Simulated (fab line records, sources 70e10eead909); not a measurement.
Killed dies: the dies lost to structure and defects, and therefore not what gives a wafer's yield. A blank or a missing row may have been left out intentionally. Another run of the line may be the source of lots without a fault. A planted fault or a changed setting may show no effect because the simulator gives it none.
Chamber matching | flow nand harc | NHARC_P_CONTACT_STRIP_28 on rie diel-13 has 4 sister chambers
The step strips in O2. 4 wafers are shown with their chamber, then 7 later ones without.

WAFERS, EACH WITH ITS CHAMBER
wafer  | chamber | drypump motor current A (A)
L388.5 | 0       | 6.1
L402.2 | 2       | 5.6
L403.1 | 3       | 6.4
L403.2 | 1       | 5.7

WAFERS MISSING THEIR CHAMBER
wafer  | drypump motor current A (A)
L403.4 | 5.6
L405.1 | 5.7
L405.4 | 6.0
L405.6 | 5.6
L407.3 | 6.0
L407.4 | 5.7
L407.6 | 6.4

EACH ONE'S CHAMBER
wafer  | from the rows above     | in truth
L403.4 | can't be placed: 2 or 1 | 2
L405.1 | can't be placed: 1 or 2 | 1
L405.4 | 0                       | 0
L405.6 | can't be placed: 2 or 1 | 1
L407.3 | 0                       | 0
L407.4 | can't be placed: 1 or 2 | 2
L407.6 | 3                       | 3
Placed correctly: 3 of 7. Can't be placed from these rows: 4 (the true chamber is among the candidates in 4). Wrongly placed: 0.
How it was worked out, from the rows above alone: a wafer's distance from a chamber is the root of the sum, over the readings, of the square of ((its reading less the chamber's mean) divided by the reading's scatter). The wafer belongs to the nearest chamber; if the next one is less than 2 further off, it can't be placed. The mean given for a chamber averages the wafers shown for that chamber. The scatter: with one shown wafer a chamber, the root of the mean of the squares of how far each hidden wafer lies from its nearest shown one.
